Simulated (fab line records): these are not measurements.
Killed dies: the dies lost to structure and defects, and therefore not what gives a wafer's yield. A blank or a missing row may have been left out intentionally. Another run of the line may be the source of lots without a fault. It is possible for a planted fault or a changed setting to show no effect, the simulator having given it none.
fab line records    flow nand_harc    part 1 of 2: steps 1 to 26 of 32
record lots=5  wafers=15  last_day=25
route steps=1159 shown A_ONON_D1@436 A_CHANNEL_HOLE_D1@450
lots untouched by any fault: they come from a run of this same line in which no faults occurred
start_h: hours from the record's opening day to when the first of the lot's shown wafers began    wait_h: hours since the lot's step before    " same as the row above    L1.1+2: one row covering several wafers at once    - no value present, or no start provided    * or withheld: withheld    < > ~ a bound
route shown NAME@n: names a module that has steps shown in the file, with the first one's number in the route    usual: mean and standard deviation over wafers with no fault    same: alike in all rows    chamber/n: place in a boat    sites: per-site readings    _std_site: standard deviation across them    _edge_site: the outer-site mean with the inner-site mean subtracted    radius_mm: for every site, how far away it sits from the centre of the wafer    mask NAME#n: copy n    behind: the tool/chamber that last shaped the wafer    hold: why the lot went on hold/how many hours it stayed there/how the hold came to an end    device: which transistor (n, p or np) failed to switch    end of line: tests of these same wafers at the route's end    where a step has no rows: the recipe by itself    killed: dies that structure and defects cost at the first sort, which is not the same as the wafer's yield    map: per-die view of a wafer (x killed, . not killed, _ where there is no die)
set.NAME: the setting as run; set.NAME@STEP: as run at that earlier step    model.NAME: the simulator's own value behind a step, which no gauge read
lots seen at some steps along the route; tables by step, rows by wafer
services: the hour from which a tool's chamber was out of use, counted from the record's first day as start_h (under 0 if before that day), plus the number of hours and why
## steps
# step NHARC_A_ONON_D1_DEP_16
# recipe target_thk_a=10000  n2_flow_sccm=2750  n2o_flow_sccm=2000  nh3_flow_sccm=500  sih4_flow_sccm=210  temp_c=400
# usual nh3_flow_sccm=499.9/1.5
lot.wafer  tool           chamber  start_h  wait_h  nh3_flow_sccm
L079.2     pecvd_onon-03  0        198.22   0.1     501.6
L079.3     "              0        "        "       500.5
L079.5     "              0        "        "       502.6
L081.3     pecvd_onon-02  0        209.99   0.2     501.7
L081.4     "              0        "        "       501.0
L081.6     "              0        "        "       504.0
L082.3     pecvd_onon-03  0        219.89   0.2     499.5
L082.4     "              0        "        "       499.4
L082.6     "              0        "        "       500.6
L093.2     pecvd_onon-03  0        284.54   0.1     498.7
L093.4     "              0        "        "       500.8
L093.5     "              0        "        "       498.6
L097.1     pecvd_onon-02  0        306.40   0.1     501.0
L097.2     "              0        "        "       502.6
L097.5     "              0        "        "       502.1
# step NHARC_A_ONON_D1_THK_MEAS_18
# recipe thk_meas_gauge=ellipsometry
# usual thk_nm=999/9.6
lot.wafer  tool           chamber  start_h  wait_h  thk_nm
L079.2     film_metro-02  -        198.67   -       989
L079.3     "              -        "        "       988
L079.5     "              -        "        "       990
L081.3     film_metro-02  -        210.38   -       988
L081.4     "              -        "        "       991
L081.6     "              -        "        "       990
L082.3     film_metro-01  -        220.29   -       1009
L082.4     "              -        "        "       1010
L082.6     "              -        "        "       1011
L093.2     film_metro-01  -        284.99   -       1010
L093.4     "              -        "        "       1009
L093.5     "              -        "        "       1010
L097.1     film_metro-02  -        306.90   -       1024
L097.2     "              -        "        "       1023
L097.5     "              -        "        "       1023
# step NHARC_A_ONON_D1_DEP_19
# recipe target_thk_a=10000  n2_flow_sccm=2750  n2o_flow_sccm=2000  nh3_flow_sccm=500  sih4_flow_sccm=210  temp_c=400
# usual nh3_flow_sccm=500.0/1.5
lot.wafer  tool           chamber  start_h  wait_h  nh3_flow_sccm
L079.2     pecvd_onon-02  0        198.78   0.1     500.5
L079.3     "              0        "        "       499.9
L079.5     "              0        "        "       499.1
L081.3     pecvd_onon-01  0        210.78   0.4     499.6
L081.4     "              0        "        "       501.1
L081.6     "              0        "        "       502.4
L082.3     pecvd_onon-03  0        220.46   0.2     500.9
L082.4     "              0        "        "       501.7
L082.6     "              0        "        "       500.9
L093.2     pecvd_onon-01  0        285.10   0.1     497.5
L093.4     "              0        "        "       498.8
L093.5     "              0        "        "       497.2
L097.1     pecvd_onon-03  0        306.96   0.1     501.4
L097.2     "              0        "        "       498.0
L097.5     "              0        "        "       501.9
# step NHARC_A_ONON_D1_THK_MEAS_21
# recipe thk_meas_gauge=ellipsometry
# usual thk_nm=996/10
lot.wafer  tool           chamber  start_h  wait_h  thk_nm
L079.2     film_metro-02  -        199.24   -       997
L079.3     "              -        "        "       997
L079.5     "              -        "        "       999
L081.3     film_metro-02  -        211.18   -       995
L081.4     "              -        "        "       995
L081.6     "              -        "        "       996
L082.3     film_metro-02  -        220.88   -       981
L082.4     "              -        "        "       980
L082.6     "              -        "        "       981
L093.2     film_metro-01  -        285.55   -       990
L093.4     "              -        "        "       988
L093.5     "              -        "        "       990
L097.1     film_metro-02  -        307.47   -       1016
L097.2     "              -        "        "       1019
L097.5     "              -        "        "       1018
# step NHARC_A_ONON_D1_DEP_22
# recipe target_thk_a=10000  n2_flow_sccm=2750  n2o_flow_sccm=2000  nh3_flow_sccm=500  sih4_flow_sccm=210  temp_c=400
# usual nh3_flow_sccm=500.3/1.3
lot.wafer  tool           chamber  start_h  wait_h  nh3_flow_sccm
L079.2     pecvd_onon-03  0        199.35   0.1     498.9
L079.3     "              0        "        "       499.4
L079.5     "              0        "        "       500.5
L081.3     pecvd_onon-03  0        211.46   0.3     500.5
L081.4     "              0        "        "       498.6
L081.6     "              0        "        "       499.6
L082.3     pecvd_onon-03  0        221.05   0.2     499.3
L082.4     "              0        "        "       501.6
L082.6     "              0        "        "       499.7
L093.2     pecvd_onon-02  0        285.66   0.1     499.0
L093.4     "              0        "        "       501.8
L093.5     "              0        "        "       497.9
L097.1     pecvd_onon-01  0        307.53   0.1     501.5
L097.2     "              0        "        "       498.8
L097.5     "              0        "        "       499.8
# step NHARC_A_ONON_D1_THK_MEAS_24
# recipe thk_meas_gauge=ellipsometry
# usual thk_nm=1000/12
lot.wafer  tool           chamber  start_h  wait_h  thk_nm
L079.2     film_metro-01  -        199.81   -       1006
L079.3     "              -        "        "       1004
L079.5     "              -        "        "       1007
L081.3     film_metro-02  -        211.85   -       1028
L081.4     "              -        "        "       1030
L081.6     "              -        "        "       1029
L082.3     film_metro-01  -        221.47   -       1022
L082.4     "              -        "        "       1022
L082.6     "              -        "        "       1022
L093.2     film_metro-02  -        286.11   -       999
L093.4     "              -        "        "       999
L093.5     "              -        "        "       999
L097.1     film_metro-02  -        308.04   -       987
L097.2     "              -        "        "       985
L097.5     "              -        "        "       986
# step NHARC_A_ONON_D1_DEP_25
# recipe target_thk_a=10000  n2_flow_sccm=2750  n2o_flow_sccm=2000  nh3_flow_sccm=500  sih4_flow_sccm=210  temp_c=400
# usual nh3_flow_sccm=499.3/1.3
lot.wafer  tool           chamber  start_h  wait_h  nh3_flow_sccm
L079.2     pecvd_onon-02  0        199.92   0.1     499.3
L079.3     "              0        "        "       499.5
L079.5     "              0        "        "       499.7
L081.3     pecvd_onon-02  0        212.05   0.2     500.1
L081.4     "              0        "        "       498.5
L081.6     "              0        "        "       499.8
L082.3     pecvd_onon-03  0        221.64   0.2     497.2
L082.4     "              0        "        "       500.6
L082.6     "              0        "        "       498.7
L093.2     pecvd_onon-02  0        286.23   0.1     500.0
L093.4     "              0        "        "       499.0
L093.5     "              0        "        "       498.0
L097.1     pecvd_onon-02  0        308.09   0.1     499.6
L097.2     "              0        "        "       499.1
L097.5     "              0        "        "       500.3
# step NHARC_A_ONON_D1_THK_MEAS_27
# recipe thk_meas_gauge=ellipsometry
# usual thk_nm=1004/6.8
lot.wafer  tool           chamber  start_h  wait_h  thk_nm
L079.2     film_metro-02  -        200.38   -       1006
L079.3     "              -        "        "       1006
L079.5     "              -        "        "       1009
L081.3     film_metro-02  -        212.45   -       1000
L081.4     "              -        "        "       1001
L081.6     "              -        "        "       1000
L082.3     film_metro-02  -        222.04   -       1010
L082.4     "              -        "        "       1011
L082.6     "              -        "        "       1010
L093.2     film_metro-02  -        286.69   -       1002
L093.4     "              -        "        "       1002
L093.5     "              -        "        "       1004
L097.1     film_metro-02  -        308.60   -       1008
L097.2     "              -        "        "       1008
L097.5     "              -        "        "       1008
# step NHARC_A_ONON_D1_DEP_28
# recipe target_thk_a=10000  n2_flow_sccm=2750  n2o_flow_sccm=2000  nh3_flow_sccm=500  sih4_flow_sccm=210  temp_c=400
# usual nh3_flow_sccm=500.1/1.4
lot.wafer  tool           chamber  start_h  wait_h  nh3_flow_sccm
L079.2     pecvd_onon-03  0        200.49   0.1     500.8
L079.3     "              0        "        "       499.6
L079.5     "              0        "        "       501.5
L081.3     pecvd_onon-01  0        212.63   0.2     499.7
L081.4     "              0        "        "       500.9
L081.6     "              0        "        "       499.2
L082.3     pecvd_onon-03  0        222.21   0.2     502.0
L082.4     "              0        "        "       501.1
L082.6     "              0        "        "       500.7
L093.2     pecvd_onon-02  0        286.80   0.1     502.2
L093.4     "              0        "        "       502.9
L093.5     "              0        "        "       502.6
L097.1     pecvd_onon-03  0        308.66   0.1     501.5
L097.2     "              0        "        "       500.6
L097.5     "              0        "        "       500.1
# step NHARC_A_ONON_D1_THK_MEAS_30
# recipe thk_meas_gauge=ellipsometry
# usual thk_nm=1000/9.9
lot.wafer  tool           chamber  start_h  wait_h  thk_nm
L079.2     film_metro-02  -        200.94   -       1006
L079.3     "              -        "        "       1006
L079.5     "              -        "        "       1006
L081.3     film_metro-01  -        213.02   -       988
L081.4     "              -        "        "       989
L081.6     "              -        "        "       987
L082.3     film_metro-02  -        222.61   -       996
L082.4     "              -        "        "       996
L082.6     "              -        "        "       995
L093.2     film_metro-02  -        287.25   -       1001
L093.4     "              -        "        "       999
L093.5     "              -        "        "       1000
L097.1     film_metro-02  -        309.17   -       977
L097.2     "              -        "        "       978
L097.5     "              -        "        "       978
# step NHARC_A_ONON_D1_DEP_33
# recipe target_thk_a=2000  temp_c=400  pressure_torr=6.5  rf_w=900  teos_flow_sccm=161.4  flow_sccm=2650  target_thk_nm=200  gas=O2  material=SiO2
# usual chamber_pressure_Torr=6.500/0.015  heater_power_w=526/94  throttle_valve_pct=15.9/0.38
lot.wafer  tool      chamber  start_h  wait_h  chamber_pressure_Torr  heater_power_w  throttle_valve_pct
L079.2     pecvd-01  0        201.00   0.1     6.480                  590             16.5
L079.3     "         2        "        "       6.505                  371             15.9
L079.5     "         1        "        "       6.517                  394             16.0
L081.3     pecvd-01  0        213.27   0.2     6.499                  672             16.5
L081.6     "         0        "        "       6.493                  700             16.6
L081.4     "         2        "        "       6.497                  398             15.7
L082.3     pecvd-03  1        222.92   0.3     6.501                  582             16.1
L082.4     "         0        "        "       6.492                  552             15.8
L082.6     "         2        "        "       6.514                  633             15.7
L093.2     pecvd-01  2        287.40   0.1     6.480                  470             15.5
L093.5     "         0        "        "       6.504                  591             16.2
L093.4     "         2        "        "       6.461                  484             15.5
L097.2     pecvd-03  2        309.22   0.1     6.499                  529             15.8
L097.1     "         0        "        "       6.493                  462             15.3
L097.5     "         0        "        "       6.477                  470             15.6
# step NHARC_A_ONON_D1_THK_MEAS_34
# recipe thk_meas_gauge=ellipsometry
# usual thk_nm=200/3.3
lot.wafer  tool           chamber  start_h  wait_h  thk_nm
L079.2     film_metro-01  -        201.42   -       200
L079.3     "              -        "        "       195
L079.5     "              -        "        "       201
L081.3     film_metro-02  -        213.69   -       196
L081.4     "              -        "        "       198
L081.6     "              -        "        "       200
L082.3     film_metro-02  -        223.29   -       196
L082.4     "              -        "        "       201
L082.6     "              -        "        "       202
L093.2     film_metro-02  -        287.73   -       197
L093.4     "              -        "        "       200
L093.5     "              -        "        "       197
L097.1     film_metro-02  -        309.64   -       194
L097.2     "              -        "        "       193
L097.5     "              -        "        "       201
# step NHARC_A_ONON_D1_INSPECT_32
# usual raw_defect_count=75/26
lot.wafer  tool               chamber  start_h  wait_h  raw_defect_count
L079.2     defect_inspect-02  -        201.50   0.0     111
L079.3     "                  -        "        "       82
L079.5     "                  -        "        "       88
L081.3     defect_inspect-02  -        213.78   0.0     57
L081.4     "                  -        "        "       115
L081.6     "                  -        "        "       82
L082.3     defect_inspect-01  -        223.37   0.0     58
L082.4     "                  -        "        "       75
L082.6     "                  -        "        "       51
L093.2     defect_inspect-02  -        287.79   0.0     103
L093.4     "                  -        "        "       66
L093.5     "                  -        "        "       47
L097.1     defect_inspect-01  -        309.70   0.0     65
L097.2     "                  -        "        "       74
L097.5     "                  -        "        "       94
# step NHARC_A_CHANNEL_HOLE_D1_DEP_00
# recipe target_thk_a=31000  temp_c=400  material=aC
# usual throttle_valve_pct=35.001/0.0081
lot.wafer  tool        chamber  start_h  wait_h  throttle_valve_pct
L079.2     acl_dep-01  0        201.88   0.4     35.005
L079.3     "           0        "        "       35.007
L079.5     "           0        "        "       35.003
L081.3     acl_dep-03  0        214.64   0.9     35.006
L081.4     "           0        "        "       34.999
L081.6     "           0        "        "       34.998
L082.3     acl_dep-02  0        225.55   2.2     34.995
L082.4     "           0        "        "       35.008
L082.6     "           0        "        "       34.998
L093.2     acl_dep-03  0        288.17   0.4     35.010
L093.4     "           0        "        "       34.998
L093.5     "           0        "        "       35.011
L097.1     acl_dep-03  0        310.92   1.2     35.012
L097.2     "           0        "        "       35.007
L097.5     "           0        "        "       34.996
# step NHARC_A_CHANNEL_HOLE_D1_DEP_01
# recipe target_thk_a=1400  target_thk_nm=140  temp_c=400  pressure_torr=3.5  flow_sccm=200  rf_w=350  material=SiON
# usual chamber_pressure_Torr=3.500/0.007  heater_power_w=685/95
lot.wafer  tool      chamber  start_h  wait_h  chamber_pressure_Torr  heater_power_w
L079.2     pecvd-01  2        203.52   1.3     3.499                  604
L079.3     "         0        "        "       3.491                  731
L079.5     "         1        "        "       3.495                  573
L081.3     pecvd-04  0        215.93   1.0     3.497                  697
L081.4     "         0        "        "       3.503                  683
L081.6     "         2        "        "       3.502                  682
L082.3     pecvd-01  2        226.92   1.1     3.503                  552
L082.4     "         0        "        "       3.495                  840
L082.6     "         2        "        "       3.498                  553
L093.2     pecvd-02  1        289.77   1.3     3.496                  647
L093.4     "         2        "        "       3.504                  625
L093.5     "         0        "        "       3.494                  876
L097.1     pecvd-02  0        312.83   1.6     3.500                  878
L097.2     "         1        "        "       3.506                  564
L097.5     "         0        "        "       3.493                  885
# step NHARC_A_CHANNEL_HOLE_D1_DEHYDRATE_02
# recipe temp_c=150  time_s=120
# usual exhaust_pa=45.1/0.92
# same time_s=120
lot.wafer  tool            chamber  start_h  wait_h  exhaust_pa
L079.2     litho_track-04  0        203.77   0.2     43.8
L079.3     "               0        "        "       45.4
L079.5     "               0        "        "       44.8
L081.3     litho_track-04  0        216.20   0.2     43.9
L081.4     "               0        "        "       43.9
L081.6     "               0        "        "       44.8
L082.3     litho_track-01  0        227.14   0.2     44.3
L082.4     "               0        "        "       43.6
L082.6     "               0        "        "       46.0
L093.2     litho_track-01  0        290.04   0.2     45.8
L093.4     "               0        "        "       45.3
L093.5     "               0        "        "       45.1
L097.1     litho_track-01  0        313.10   0.2     44.9
L097.2     "               0        "        "       45.1
L097.5     "               0        "        "       45.2
# step NHARC_A_CHANNEL_HOLE_D1_HMDS_03
# recipe time_s=30
# usual exhaust_pa=44.9/0.81
# same time_s=30
lot.wafer  tool            chamber  start_h  wait_h  exhaust_pa
L079.2     litho_track-04  0        -        -       43.8
L079.3     "               0        "        "       45.9
L079.5     "               0        "        "       44.3
L081.3     litho_track-04  0        -        -       44.6
L081.4     "               0        "        "       46.1
L081.6     "               0        "        "       44.7
L082.3     litho_track-01  0        -        -       43.7
L082.4     "               0        "        "       44.0
L082.6     "               0        "        "       44.4
L093.2     litho_track-01  0        -        -       44.3
L093.4     "               0        "        "       44.8
L093.5     "               0        "        "       45.3
L097.1     litho_track-01  0        -        -       43.7
L097.2     "               0        "        "       45.7
L097.5     "               0        "        "       44.7
# step NHARC_A_CHANNEL_HOLE_D1_COAT_36
# recipe temp_c=260  time_s=75
# usual exhaust_pa=44.9/0.98
# same time_s=75
lot.wafer  tool            chamber  start_h  wait_h  exhaust_pa
L079.2     litho_track-04  0        -        -       44.7
L079.3     "               0        "        "       45.1
L079.5     "               0        "        "       46.5
L081.3     litho_track-04  0        -        -       44.8
L081.4     "               0        "        "       45.9
L081.6     "               0        "        "       44.8
L082.3     litho_track-01  0        -        -       43.9
L082.4     "               0        "        "       43.7
L082.6     "               0        "        "       44.8
L093.2     litho_track-01  0        -        -       43.6
L093.4     "               0        "        "       44.0
L093.5     "               0        "        "       44.9
L097.1     litho_track-01  0        -        -       45.7
L097.2     "               0        "        "       47.4
L097.5     "               0        "        "       45.4
# step NHARC_A_CHANNEL_HOLE_D1_COAT_37
# recipe temp_c=225  time_s=65
# usual exhaust_pa=45.0/0.87
# same time_s=65
lot.wafer  tool            chamber  start_h  wait_h  exhaust_pa
L079.2     litho_track-04  0        -        -       45.8
L079.3     "               0        "        "       45.5
L079.5     "               0        "        "       44.7
L081.3     litho_track-04  0        -        -       45.1
L081.4     "               0        "        "       45.1
L081.6     "               0        "        "       45.7
L082.3     litho_track-01  0        -        -       44.9
L082.4     "               0        "        "       45.0
L082.6     "               0        "        "       46.2
L093.2     litho_track-01  0        -        -       44.0
L093.4     "               0        "        "       46.3
L093.5     "               0        "        "       45.3
L097.1     litho_track-01  0        -        -       44.7
L097.2     "               0        "        "       44.9
L097.5     "               0        "        "       44.4
# step NHARC_A_CHANNEL_HOLE_D1_COAT_04
# recipe spin_rpm=1500  resist_thk_nm=90
# usual dispense_pressure_kPa=48/4.5  exhaust_pa=45.1/0.9  spin_speed_rpm=1500.1/1.1
lot.wafer  tool            chamber  start_h  wait_h  dispense_pressure_kPa  exhaust_pa  spin_speed_rpm
L079.2     litho_track-04  0        -        -       43                     45.7        1500.4
L079.3     "               0        "        "       43                     46.0        1501.4
L079.5     "               0        "        "       43                     45.4        1500.6
L081.3     litho_track-04  0        -        -       43                     45.2        1499.9
L081.4     "               0        "        "       43                     46.0        1500.4
L081.6     "               0        "        "       43                     46.3        1499.4
L082.3     litho_track-01  0        -        -       45                     44.8        1499.8
L082.4     "               0        "        "       45                     45.5        1497.4
L082.6     "               0        "        "       45                     46.8        1499.6
L093.2     litho_track-01  0        -        -       45                     45.1        1500.0
L093.4     "               0        "        "       45                     44.7        1500.6
L093.5     "               0        "        "       45                     45.3        1500.2
L097.1     litho_track-01  0        -        -       45                     45.9        1498.5
L097.2     "               0        "        "       45                     45.7        1500.5
L097.5     "               0        "        "       45                     45.2        1499.7
# step NHARC_A_CHANNEL_HOLE_D1_SOFTBAKE_05
# recipe temp_c=105  time_s=55
# usual exhaust_pa=44.9/1
# same time_s=55
lot.wafer  tool            chamber  start_h  wait_h  exhaust_pa
L079.2     litho_track-04  0        -        -       45.7
L079.3     "               0        "        "       45.3
L079.5     "               0        "        "       44.8
L081.3     litho_track-04  0        -        -       43.3
L081.4     "               0        "        "       45.7
L081.6     "               0        "        "       44.1
L082.3     litho_track-01  0        -        -       42.4
L082.4     "               0        "        "       44.1
L082.6     "               0        "        "       43.4
L093.2     litho_track-01  0        -        -       44.7
L093.4     "               0        "        "       46.0
L093.5     "               0        "        "       45.5
L097.1     litho_track-01  0        -        -       45.1
L097.2     "               0        "        "       43.9
L097.5     "               0        "        "       45.6
# step NHARC_A_CHANNEL_HOLE_D1_EBR_06
# usual exhaust_pa=45.1/0.98
lot.wafer  tool            chamber  start_h  wait_h  exhaust_pa
L079.2     litho_track-04  0        -        -       44.5
L079.3     "               0        "        "       43.7
L079.5     "               0        "        "       44.3
L081.3     litho_track-04  0        -        -       45.1
L081.4     "               0        "        "       44.5
L081.6     "               0        "        "       46.1
L082.3     litho_track-01  0        -        -       44.4
L082.4     "               0        "        "       45.1
L082.6     "               0        "        "       43.8
L093.2     litho_track-01  0        -        -       46.4
L093.4     "               0        "        "       47.7
L093.5     "               0        "        "       44.9
L097.1     litho_track-01  0        -        -       45.0
L097.2     "               0        "        "       44.9
L097.5     "               0        "        "       44.5
# step NHARC_A_CHANNEL_HOLE_D1_EXPOSE_07
# recipe na=1.35  target_cd_nm=100  sigma_outer=0.3  dose_mj=59.65  mask_id=HOLE_D1
lot.wafer   tool             chamber  start_h  wait_h  mask
L079.2+3+5  arfi_scanner-01  0        204.08   -       HOLE_D1#0
L081.3+4+6  arfi_scanner-03  0        216.52   -       HOLE_D1#0
L082.3+4+6  arfi_scanner-03  0        227.46   -       HOLE_D1#0
L093.2+4+5  arfi_scanner-01  0        290.23   -       HOLE_D1#0
L097.1+2+5  arfi_scanner-01  0        313.41   -       HOLE_D1#0
# step NHARC_A_CHANNEL_HOLE_D1_PEB_08
# recipe peb_temp_c=100  peb_time_s=65
# usual exhaust_pa=44.9/1
lot.wafer  tool            chamber  start_h  wait_h  exhaust_pa
L079.2     litho_track-01  0        204.14   0.1     42.6
L079.3     "               0        "        "       42.6
L079.5     "               0        "        "       44.5
L081.3     litho_track-01  0        216.57   0.0     46.5
L081.4     "               0        "        "       44.4
L081.6     "               0        "        "       45.0
L082.3     litho_track-01  0        227.51   0.0     45.2
L082.4     "               0        "        "       46.6
L082.6     "               0        "        "       46.1
L093.2     litho_track-01  0        290.29   0.1     45.3
L093.4     "               0        "        "       45.4
L093.5     "               0        "        "       45.5
L097.1     litho_track-06  0        313.47   0.1     43.8
L097.2     "               0        "        "       42.8
L097.5     "               0        "        "       42.8
# step NHARC_A_CHANNEL_HOLE_D1_DEVELOP_09
# recipe develop_time_s=35  dev_temp_c=23
# usual exhaust_pa=44.9/0.93
lot.wafer  tool            chamber  start_h  wait_h  exhaust_pa
L079.2     litho_track-01  0        -        -       45.4
L079.3     "               0        "        "       46.4
L079.5     "               0        "        "       45.3
L081.3     litho_track-01  0        -        -       44.5
L081.4     "               0        "        "       45.8
L081.6     "               0        "        "       44.4
L082.3     litho_track-01  0        -        -       46.0
L082.4     "               0        "        "       46.0
L082.6     "               0        "        "       45.3
L093.2     litho_track-01  0        -        -       44.6
L093.4     "               0        "        "       45.3
L093.5     "               0        "        "       44.0
L097.1     litho_track-06  0        -        -       45.3
L097.2     "               0        "        "       44.5
L097.5     "               0        "        "       43.9
# step NHARC_A_CHANNEL_HOLE_D1_CD_MEAS_10
# recipe target_cd_nm=100  landing_energy_ev=500
# usual cd_nm=100.2/0.73
lot.wafer  tool       chamber  start_h  wait_h  cd_nm
L079.2     cd_sem-03  0        204.22   -       99.6
L079.3     "          0        "        "       99.2
L079.5     "          0        "        "       100.0
L081.3     cd_sem-02  0        216.66   -       99.4
L081.4     "          0        "        "       98.9
L081.6     "          0        "        "       99.6
L082.3     cd_sem-03  0        227.60   -       99.6
L082.4     "          0        "        "       98.7
L082.6     "          0        "        "       98.8
L093.2     cd_sem-03  0        290.37   -       99.4
L093.4     "          0        "        "       100.0
L093.5     "          0        "        "       98.9
L097.1     cd_sem-02  0        313.55   -       100.0
L097.2     "          0        "        "       100.5
L097.5     "          0        "        "       99.9
